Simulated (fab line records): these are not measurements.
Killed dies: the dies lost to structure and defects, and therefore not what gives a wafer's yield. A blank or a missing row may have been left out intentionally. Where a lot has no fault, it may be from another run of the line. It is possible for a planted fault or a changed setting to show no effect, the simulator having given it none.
fab line records -- flow n5Finfet
[record] lots = 5, wafers = 15, lastDay = 18
route steps=1938 shown BEOL_M0@746 BEOL_M1@751 BEOL_M4@1111 PASSIVATION@1936
lots untouched by any fault: they come from a run of this same line in which no faults occurred
startH: the number of hours between the record's first day and the start of the first shown wafer of the lot -- waitH: hours elapsed since this lot's preceding step -- " the same as in the row above -- L1.1+2: a row that stands for several wafers -- - either no value or no given start -- * or withheld: withheld -- < > ~ a bound
route shown NAME@n: names a module that has steps shown in the file, with the first one's number in the route -- usual: mean and standard deviation over wafers with no fault -- same: alike in all rows -- chamber/n: place in a boat -- sites: readings site by site -- _std_site: the standard deviation of these -- _edge_site: the outer-site mean with the inner-site mean subtracted -- radiusMm: for every site, how far away it sits from the centre of the wafer -- mask NAME#n: copy n -- behind: the last tool/chamber to shape the wafer -- hold: the reason the lot was held/the length of the hold in hours/how it ended -- device: whichever transistor did not switch (one of n, p or np) -- end of line: the route-end tests of the same wafers -- where a step has no rows: the recipe by itself -- killed: count of dies lost to structure and defects at first sort (not the wafer's yield) -- map: a wafer's dies, marking killed ones x, the rest . and places with no die _
set.NAME: the setting as run; set.NAME@STEP: as run at that earlier step -- model.NAME: the simulator's own value behind a step, which no gauge read
certain route steps with their lots: each step a table, each wafer a row
services: when a tool's chamber went out of use (startH, in hours from the record's first day, below 0 if earlier), for how many hours, and the reason
[[steps]]
[step N5_BEOL_M0_CO_CAP_123]
[recipe] material = Co, targetThkA = 20, tempC = 200, precursor = CCTBA/H2, pressureTorr = 30, timeS = 102.1
[step N5_BEOL_M0_PRE_CLEAN_124]
[recipe] gas = NH3, timeS = 15, tempC = withheld, rfPowerW = 300
[step N5_BEOL_M0_DEP_125]
[recipe] material = SiCN, targetThkA = 80, tempC = withheld, precursor = 3MS/NH3, pressureTorr = 3, rfW = 202, timeS = 14
[step N5_BEOL_M1_ILD_DEP_00]
[recipe] material = SiOC, targetThkA = 790, tempC = 350, precursor = DEMS/O2, pressureTorr = 5, rfW = 500, timeS = 15.3
[step N5_BEOL_M1_PECVD_72]
[recipe] material = SiO2, targetThkA = 160, tempC = 400, precursor = TEOS/O2, pressureTorr = 5.5, rfW = 450, teosFlowSccm = 53.8, gas = O2, flowSccm = 3000, timeS = 18
[step N5_BEOL_M1_HM_DEP_02]
[recipe] material = TiN, targetThkA = 200, tempC = 25, chamberPressurePa = 0.49996
[step N5_BEOL_M1_COAT_61]
[recipe] resist = SOC, tempC = 250, timeS = 60, spinRpm = 1500, resistThkNm = 60
[step N5_BEOL_M1_COAT_62]
[recipe] resist = SiARC, tempC = 220, timeS = 60, spinRpm = 1500, resistThkNm = 12
[step N5_BEOL_M1_COAT_73]
[recipe] resist = underlayer, tempC = 205, timeS = 60, spinRpm = 1500, resistThkNm = 5
[step N5_BEOL_M1_COAT_05]
[recipe] resist = CAR-EUV, spinRpm = 1500, resistThkNm = 30
[usual] chillPlateTempC = 23.00/0.1, spinSpeedRpm = 1500.1/1
lot.wafer,tool,chamber,startH,waitH,chillPlateTempC,spinSpeedRpm,model.CAR-EUV_of_BEOL_M1_COAT_05.thkNm
L683.1,lithoTrack-01,0,161.48,-,23.06,1499.0,30
L683.2,lithoTrack-01,0,161.48,-,22.88,1499.4,30
L683.5,lithoTrack-01,0,161.48,-,22.97,1497.8,30
L684.1,lithoTrack-01,0,176.61,-,23.07,1448.5,30.8
L684.3,lithoTrack-01,0,176.61,-,23.19,1448.9,30.6
L684.6,lithoTrack-01,0,176.61,-,23.19,1450.1,30.6
L687.1,lithoTrack-01,0,190.54,-,22.84,1449.0,30.6
L687.2,lithoTrack-01,0,190.54,-,22.93,1447.4,30.6
L687.6,lithoTrack-01,0,190.54,-,23.07,1447.8,30.6
L689.1,lithoTrack-01,0,196.66,-,22.97,1448.7,30.6
L689.2,lithoTrack-01,0,196.66,-,23.00,1447.6,30.6
L689.5,lithoTrack-01,0,196.66,-,22.83,1448.3,30.6
L696.2,lithoTrack-02,0,246.70,-,23.21,1501.9,30
L696.4,lithoTrack-02,0,246.70,-,23.09,1503.1,30
L696.6,lithoTrack-02,0,246.70,-,22.92,1499.4,30
[step N5_BEOL_M1_EBR_07]
[recipe] solvent = PGMEA, ebrWidthMm = 1.5
[step N5_BEOL_M1_SOFTBAKE_06]
[recipe] tempC = 110, timeS = 60, resist = CAR-EUV
[step N5_BEOL_M1_EXPOSE_08]
[recipe] maskId = M1, na = 0.33, sourceShape = dipole, sigmaInner = 0.369, sigmaOuter = 0.767, polarization = unpolarized, doseMj = 33
[step N5_BEOL_M1_PEB_09]
[recipe] pebTempC = 100, pebTimeS = 60, resist = CAR-EUV
[step N5_BEOL_M1_DEVELOP_10]
[recipe] developTimeS = 30, developer = TMAH, resist = CAR-EUV, rinseLiquid = surfactantRinse, dry = airSpin, devTempC = 23
[step N5_BEOL_M1_DESCUM_16]
[recipe] chemistry = O2, timeS = 7, sourcePowerW = 50, biasPowerW = 20, pressureMtorr = 20, rfFrequencyHz = 2.712e+07, tempC = 40, resist = CAR-EUV, o2FlowSccm = 225
[step N5_BEOL_M1_ETCH_74]
[recipe] chemistry = N2/H2, target = underlayer, targetDepthA = 65, maskMaterial = CAR-EUV, timeS = 5.2, ionEnergyEv = 200, pressureMtorr = 30, sourceW = 840, biasW = 150, n2FlowSccm = 200, h2FlowSccm = 200, ends = cleared
[step N5_BEOL_M1_ETCH_63]
[recipe] chemistry = CF4, target = SiARC, targetDepthA = 156, maskMaterial = CAR-EUV, timeS = 26, ionEnergyEv = 80, pressureMtorr = 40, sourceW = 545, biasW = 36, Ar_flow_sccm = 100, cf4FlowSccm = 100, ends = cleared
[usual] drypumpMotorCurrentA = 5.73/0.28, etchRfOnTimeS = 25.8/0.99, oesProductAu = 0.69/0.072, rfVppV = 183.8/1.2, showerheadPlenumPTorr = 2.11/0.071, throttleValvePct = 15.63/0.21
lot.wafer,tool,chamber,startH,waitH,drypumpMotorCurrentA,etchRfOnTimeS,oesProductAu,rfHoursCounterH,rfVppV,showerheadPlenumPTorr,throttleValvePct,model.CAR-EUV_of_BEOL_M1_COAT_05.thkNm
L683.1,rieDiel-03,0,161.91,0.0,6.38,26.1,0.81,3,182.7,2.09,15.33,11.2
L683.2,rieDiel-03,3,161.91,0.0,5.70,26.5,0.65,166,184.7,2.06,15.89,11.2
L683.5,rieDiel-03,1,161.91,0.0,5.94,25.0,0.67,-,184.4,2.16,15.66,11
L684.1,rieDiel-06,0,177.18,0.0,5.58,26.4,0.75,35,182.3,2.09,15.27,11.8
L684.3,rieDiel-06,1,177.18,0.0,5.67,25.4,0.65,165,182.3,2.05,15.62,11.6
L684.6,rieDiel-06,1,177.18,0.0,5.66,25.8,0.65,-,183.7,2.05,15.62,11.8
L687.1,rieDiel-05,0,190.97,0.0,5.53,24.9,0.82,16,184.5,2.19,15.78,11.8
L687.2,rieDiel-05,3,190.97,0.0,5.99,27.1,0.70,70,184.6,2.19,15.80,11.8
L687.6,rieDiel-05,2,190.97,0.0,5.34,27.8,0.59,-,183.7,2.15,15.82,11.8
L689.1,rieDiel-06,1,198.26,0.0,5.62,25.5,0.65,172,183.2,2.05,15.62,11.6
L689.2,rieDiel-06,3,198.26,0.0,5.86,24.8,0.67,140,181.0,2.05,15.52,11.6
L689.5,rieDiel-06,0,198.26,0.0,5.57,26.8,0.74,-,184.5,2.09,15.27,11.8
L696.2,rieDiel-06,3,247.26,0.0,5.88,24.6,0.67,154,181.6,2.05,15.58,11.2
L696.4,rieDiel-06,2,247.26,0.0,5.33,25.1,0.83,8,185.8,2.30,15.49,11
L696.6,rieDiel-06,3,247.26,0.0,5.88,24.6,0.67,-,182.1,2.05,15.53,11.2
[step N5_BEOL_M1_ETCH_64]
[recipe] chemistry = N2/H2, target = SOC, targetDepthA = 750, overetchA = 150, maskMaterial = SiARC, tempC = 40, timeS = 112.5, ionEnergyEv = 200, pressureMtorr = 30, sourceW = 840, biasW = 150, n2FlowSccm = 200, h2FlowSccm = 200
[step N5_BEOL_M4_RC_MEAS_101]
[usual] DIBL_N = 35.8/2.2, DIBL_P = 35.3/2.7, IOFF_N = 0.16/0.043, IOFF_P = 0.21/0.043, ION_N = 676/15, ION_P = 463/9.1, SS_N = 71.4/0.77, SS_P = 73.0/0.79, VT_N = 250/4, VT_P = -249.8/2.8
lot.wafer,tool,chamber,startH,waitH,DIBL_N[mV/V],DIBL_P[mV/V],IOFF_N[nA/um],IOFF_P[nA/um],ION_N[uA/um],ION_P[uA/um],SS_N[mV/dec],SS_P[mV/dec],VT_N[mV],VT_P[mV]
L683.1,prober-02,0,213.38,0.0,35.1,34.8,0.15,0.20,665,456,71.2,72.8,251,-251.9
L683.2,prober-02,0,213.38,0.0,33.7,33.0,0.13,0.18,679,467,70.7,72.2,250,-250.2
L683.5,prober-02,0,213.38,0.0,32.4,31.8,0.11,0.16,673,463,70.3,72.3,252,-252.0
L684.1,prober-02,0,231.75,0.0,38.2,36.5,0.17,0.21,680,459,72.0,73.0,249,-250.7
L684.3,prober-02,0,231.75,0.0,33.6,32.2,0.11,0.16,671,461,70.2,71.8,250,-253.1
L684.6,prober-02,0,231.75,0.0,38.7,38.1,0.18,0.24,681,468,71.8,73.6,247,-248.2
L687.1,prober-01,0,250.79,0.0,39.4,41.4,0.21,0.33,675,465,72.3,73.7,245,-242.3
L687.2,prober-01,0,250.79,0.0,37.3,37.5,0.19,0.25,693,476,71.3,73.2,247,-245.9
L687.6,prober-01,0,250.79,0.0,33.9,34.9,0.12,0.20,677,474,70.5,71.8,253,-248.9
L689.1,prober-01,0,262.35,0.0,37.3,36.7,0.20,0.25,697,471,71.7,73.8,246,-248.5
L689.2,prober-01,0,262.35,0.0,40.0,38.6,0.24,0.28,671,456,73.6,74.4,248,-246.2
L689.5,prober-01,0,262.35,0.0,41.0,42.9,0.32,0.38,720,480,73.0,74.9,239,-241.7
L696.2,prober-01,0,310.02,0.2,37.7,35.2,0.16,0.22,687,470,71.2,71.9,248,-249.2
L696.4,prober-01,0,310.02,0.2,33.1,29.0,0.09,0.14,650,458,70.6,71.4,258,-251.8
L696.6,prober-01,0,310.02,0.2,33.7,30.5,0.10,0.16,663,465,70.1,71.8,256,-249.7
[step N5_PASSIVATION_PROBE_49]
[usual] defectLimitedYield = 91.1/1.4, killed_at_M0_to_M3 = 34/11, killed_at_M4_up = 14/5.6, killedAtContacts = 13/5.9, killedAtFrontEnd = 40/11, killedAtOther = 4/3.1, killedDies = 105/16, killedOpen = 68/11, killedShort = 34/8.4, sort_bin_4_leakage = 0.01/0.11, sort_bin_5_function = 5.2/0.86, sort_bin_6_memory = 3.2/0.7, sort_bin_8_speed = 0.1/1.1, sortNPass = 1074/21, sortYieldPct = 91.0/1.8
[same] grossDies = 1180, killedAtBackSide = 0
lot.wafer,tool,chamber,startH,waitH,defectLimitedYield[%],killed_at_M0_to_M3,killed_at_M4_up,killedAtContacts,killedAtFrontEnd,killedAtOther,killedDies,killedOpen,killedShort,sort_bin_4_leakage[%],sort_bin_5_function[%],sort_bin_6_memory[%],sort_bin_8_speed[%],sortNPass,sortYieldPct[%]
L683.1,prober-02,-,320.17,0.0,89.1,51,13,20,39,6,129,93,33,0,6.3,4.4,0,1051,89.1
L683.2,prober-02,-,320.22,0.1,90.6,45,13,20,32,1,111,75,32,0,5.5,3.5,0,1069,90.6
L683.5,prober-02,-,320.37,0.2,89.8,41,17,16,41,5,120,88,28,0,6.2,3.6,0,1060,89.8
L684.1,prober-02,-,344.63,0.5,92.5,36,22,11,18,2,89,70,18,0,4.3,2.9,0,1091,92.5
L684.3,prober-02,-,344.73,0.6,90.0,53,21,9,32,3,118,56,61,0,6.2,3.4,0,1062,90.0
L684.6,prober-02,-,344.88,0.8,90.8,43,19,16,27,4,109,77,27,0,5.6,3.5,0,1071,90.8
L687.1,prober-02,-,353.82,0.0,91.9,47,7,8,29,5,96,68,28,0,4.9,2.9,0,1084,91.9
L687.2,prober-02,-,353.87,0.1,90.8,38,22,8,36,4,108,76,30,0,5.6,3.4,0,1072,90.8
L687.6,prober-02,-,354.07,0.3,86.9,98,8,8,35,6,155,89,65,0,8.0,4.2,0,1025,86.9
L689.1,prober-01,-,389.25,0.0,90.3,41,16,17,35,5,114,79,34,0,5.7,3.7,0,1066,90.3
L689.2,prober-01,-,389.30,0.1,90.3,39,9,18,44,4,114,77,36,0,6.7,2.5,0,1066,90.3
L689.5,prober-01,-,389.45,0.2,88.9,40,19,15,51,6,131,88,41,1.27,7.0,3.6,0.1,1034,87.6
L696.2,prober-02,-,429.68,1.3,89.9,28,15,24,52,0,119,76,38,0,5.9,3.5,0,1061,89.9
L696.4,prober-02,-,429.78,1.4,91.9,25,7,16,47,1,96,64,32,0,5.1,2.9,0,1084,91.9
L696.6,prober-02,-,429.88,1.5,93.5,14,16,5,42,0,77,50,24,0,4.2,2.2,0,1103,93.5
// killed by level:class
L683.1 MOL_CONTACT_COAG:geometricParticle:open=18 BEOL_M2:geometricParticle:open=15 STI_FIN_REVEAL:geometricParticle:open=11 FIN_SAQP:geometricParticle:open=10 BEOL_M1:geometricParticle:open=8 BEOL_M4:geometricParticle:open=7 BEOL_M3:geometricParticle:open=6 BEOL_M0_SAQP:geometricParticle:open=5
L683.2 MOL_CONTACT_COAG:geometricParticle:open=17 BEOL_M3:geometricParticle:open=12 BEOL_M0_SAQP:geometricParticle:short=10 BEOL_M0_SAQP:geometricParticle:open=8 BEOL_M4:geometricParticle:open=8 FIN_SAQP:geometricParticle:short=7 BEOL_M2:geometricParticle:open=7 DUMMY_GATE:geometricParticle:open=5
L683.5 MOL_CONTACT_COAG:geometricParticle:open=12 STI_FIN_REVEAL:geometricParticle:open=11 BEOL_M2:geometricParticle:open=9 FIN_SAQP:geometricParticle:open=8 BEOL_M3:geometricParticle:open=8 BEOL_M4:geometricParticle:open=7 BEOL_M0:geometricParticle:open=7 BEOL_M0_SAQP:geometricParticle:short=5
L684.1 BEOL_M4:geometricParticle:open=14 BEOL_M0_SAQP:geometricParticle:open=11 MOL_CONTACT_COAG:geometricParticle:open=10 BEOL_M2:geometricParticle:open=6 BEOL_M0:geometricParticle:open=5 BEOL_M1:geometricParticle:open=5 FIN_SAQP:geometricParticle:open=4 BEOL_M0_SAQP:geometricParticle:short=4
L684.3 BEOL_M0_SAQP:geometricParticle:short=23 BEOL_M0_SAQP:geometricParticle:open=12 BEOL_M2:geometricParticle:short=8 STI_FIN_REVEAL:geometricParticle:open=8 BEOL_M4:geometricParticle:open=7 MOL_CONTACT_COAG:geometricParticle:open=6 FIN_SAQP:geometricParticle:short=5 BEOL_M1:geometricParticle:open=4
L684.6 MOL_CONTACT_COAG:geometricParticle:open=14 BEOL_M0_SAQP:geometricParticle:open=11 BEOL_M0_SAQP:geometricParticle:short=10 BEOL_M2:geometricParticle:open=8 STARTING-WAFER:geometricParticle:open=6 BEOL_M1:geometricParticle:open=6 STI_FIN_REVEAL:geometricParticle:open=5 BEOL_M3:geometricParticle:open=5
L687.1 BEOL_M1:geometricParticle:open=12 BEOL_M2:geometricParticle:open=11 BEOL_M0_SAQP:geometricParticle:open=11 FIN_SAQP:geometricParticle:short=7 DUMMY_GATE:geometricParticle:open=7 BEOL_M0_SAQP:geometricParticle:short=6 MOL_CONTACT_COAG:geometricParticle:open=4 MOL_CONTACT_COAG:geometricParticle:short=4
L687.2 BEOL_M4:geometricParticle:open=12 BEOL_M1:geometricParticle:open=9 BEOL_M0_SAQP:geometricParticle:open=8 BEOL_M2:geometricParticle:open=8 FIN_SAQP:geometricParticle:open=7 DUMMY_GATE:geometricParticle:open=7 GATE_CUT:geometricParticle:short=6 MOL_CONTACT_COAG:geometricParticle:open=5
L687.6 BEOL_M0_SAQP:geometricParticle:short=39 BEOL_M0_SAQP:geometricParticle:open=25 BEOL_M2:geometricParticle:open=15 FIN_SAQP:geometricParticle:short=8 BEOL_M3:geometricParticle:open=8 STI_FIN_REVEAL:geometricParticle:open=7 MOL_CONTACT_COAG:geometricParticle:open=7 BEOL_M1:geometricParticle:open=6
L689.1 MOL_CONTACT_COAG:geometricParticle:open=15 BEOL_M0_SAQP:geometricParticle:open=14 BEOL_M1:geometricParticle:open=9 FIN_SAQP:geometricParticle:short=8 BEOL_M4:geometricParticle:open=8 BEOL_M0_SAQP:geometricParticle:short=7 DUMMY_GATE:geometricParticle:open=5 GATE_CUT:geometricParticle:open=4
L689.2 MOL_CONTACT_COAG:geometricParticle:open=17 STI_FIN_REVEAL:geometricParticle:open=11 BEOL_M0_SAQP:geometricParticle:open=10 BEOL_M0:geometricParticle:open=10 FIN_SAQP:geometricParticle:short=9 BEOL_M0_SAQP:geometricParticle:short=8 BEOL_M4:geometricParticle:open=7 STARTING-WAFER:geometricParticle:short=5
L689.5 STI_FIN_REVEAL:geometricParticle:open=16 MOL_CONTACT_COAG:geometricParticle:open=12 BEOL_M4:geometricParticle:open=12 BEOL_M0_SAQP:geometricParticle:open=11 BEOL_M0_SAQP:geometricParticle:short=11 DUMMY_GATE:geometricParticle:open=9 BEOL_M1:geometricParticle:open=7 FIN_SAQP:geometricParticle:short=6
L696.2 MOL_CONTACT_COAG:geometricParticle:open=18 FIN_SAQP:geometricParticle:open=12 BEOL_M1:geometricParticle:open=8 GATE_CUT:geometricParticle:short=7 FIN_SAQP:geometricParticle:short=6 DUMMY_GATE:geometricParticle:open=6 MOL_CONTACT_COAG:geometricParticle:short=6 BEOL_M2:geometricParticle:open=6
L696.4 MOL_CONTACT_COAG:geometricParticle:open=14 FIN_SAQP:geometricParticle:open=9 BEOL_M0_SAQP:geometricParticle:short=7 FIN_SAQP:geometricParticle:short=6 BEOL_M2:geometricParticle:open=6 STI_FIN_REVEAL:geometricParticle:open=5 DUMMY_GATE:geometricParticle:open=4 SPACER0:geometricParticle:open=4
L696.6 FIN_SAQP:geometricParticle:open=12 FIN_SAQP:geometricParticle:short=7 BEOL_M3:geometricParticle:open=6 DUMMY_GATE:geometricParticle:open=5 BEOL_M4:geometricParticle:open=5 BEOL_M4:geometricParticle:short=5 STI_FIN_REVEAL:geometricParticle:open=4 GATE_CUT:geometricParticle:open=4
[[services]]
tool,chamber,startH,hours,kind
rieDiel-03,1,154.43,5.8,repair
rieDiel-06,3,165.87,11.5,repair
rieDiel-06,2,182.28,6.3,repair
rieDiel-06,2,188.79,-,clean
rieDiel-06,2,188.79,-,consumableReplace:focusRing
rieDiel-06,2,188.79,-,consumableReplace:showerhead
rieDiel-06,2,188.79,20.9,scheduledDown
rieDiel-06,2,188.79,20.9,ventCycle
rieDiel-03,3,204.13,13.8,repair
rieDiel-06,-,216.83,4.3,pm
rieDiel-05,3,228.51,2.4,repair
rieDiel-06,2,235.86,5.7,repair
[[key]]
[firstSign] step = N5_BEOL_M1_COAT_05, reading = spinSpeedRpm, direction = down, sigmas = 50, usual = *, struck = *
effect none on later readings
[modelEffect] step = N5_BEOL_M1_COAT_05, value = CAR-EUV_of_BEOL_M1_COAT_05.thkNm, without = 30.13, struck = 30.62
[modelEffect] step = N5_BEOL_M1_ETCH_63, value = CAR-EUV_of_BEOL_M1_COAT_05.thkNm, without = 11.2, struck = 11.73
metAt N5_BEOL_M1_COAT_05
struckWafers L684.1,L684.3,L684.6,L687.1,L687.2,L687.6,L689.1,L689.2,L689.5
onsetBetween 161.48 176.61
[fault] kind = processParameterDrift, tool = lithoTrack-01, chamber = -, onsetH = 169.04, steps = N5_BEOL_M1_COAT_05, channel = spinRpm, offset = *, shape = step, endH = 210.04, actsIn = *, stated = *
